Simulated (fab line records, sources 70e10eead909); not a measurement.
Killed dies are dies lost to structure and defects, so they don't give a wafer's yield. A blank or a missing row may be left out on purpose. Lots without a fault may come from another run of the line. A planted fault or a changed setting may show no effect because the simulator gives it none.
Which tool did it? | flow nand_harc | 6 lots, 18 wafers sampled, at 3 steps of a route of 1302

WHAT THE GAUGES READ, wafer by wafer
NHARC_P_M0_CD_MEAS_16.
lot  | measured     | on        | cd_nm (nm)
L413 | day 6 18:25  | cd_sem-02 | 90.5 90.4 88.1
L415 | day 7 17:15  | cd_sem-03 | 91.0 88.4 88.1
L418 | day 9 04:06  | cd_sem-02 | 90.6 89.3 90.1
L426 | day 12 11:49 | cd_sem-02 | 88.3 89.0 89.1
L429 | day 13 07:40 | cd_sem-01 | 90.4 89.7 90.4
L430 | day 14 01:24 | cd_sem-02 | 91.0 89.8 89.0

WHICH TOOL RAN EACH LOT (tool, then ch and the chambers of the sampled wafers, then the start)
lot  | NHARC_P_CONTACT_ETCH_36                       | NHARC_P_M0_ETCH_15
L413 | rie_diel-11 ch 0,1,2, day 6 18:18 or earlier  | rie_diel-02 ch 1,2,3, day 6 18:18
L415 | rie_diel-06 ch 0,3, day 7 17:07 or earlier    | rie_diel-01 ch 0,1,2, day 7 17:07
L418 | rie_diel-06 ch 0,1,3, day 9 03:58 or earlier  | rie_diel-07 ch 0,1, day 9 03:58
L426 | rie_diel-13 ch 2,3, day 12 11:43 or earlier   | rie_diel-02 ch 0,1,2, day 12 11:43
L429 | rie_diel-13 ch 0,2,3, day 13 07:32 or earlier | rie_diel-02 ch 2,3, day 13 07:32
L430 | rie_diel-13 ch 1,2,3, day 14 01:16 or earlier | rie_diel-01 ch 1,2, day 14 01:16
- NHARC_P_CONTACT_ETCH_36: etches the open film in N2/H2, target depth 260 nm, time 406.25 s.
- NHARC_P_M0_ETCH_15: etches the open film in C4F8/Ar, target depth 150 nm, overetch 15 nm, time 82.5 s.

THE ANSWER, worked out from the rows above alone
Rule: what is usual is taken from the lots themselves. Put in order of their means at a reading, lots are off if they are a third of the lots or fewer, leave a main group of 4 or more, and stand apart from it by a gap of 3 or more times the standard deviation of the main group's means; of several such gaps the widest counts. A main group whose means are all the same, to the digits that the tables above print for the reading, isn't used. A lot without any number at a reading at which 4 lots or more have one is off too. The other lots that the step has rows for count as sound.
No lot is off at any reading shown: from this, nothing can be told.

WHAT THE SIMULATOR HAD PUT IN
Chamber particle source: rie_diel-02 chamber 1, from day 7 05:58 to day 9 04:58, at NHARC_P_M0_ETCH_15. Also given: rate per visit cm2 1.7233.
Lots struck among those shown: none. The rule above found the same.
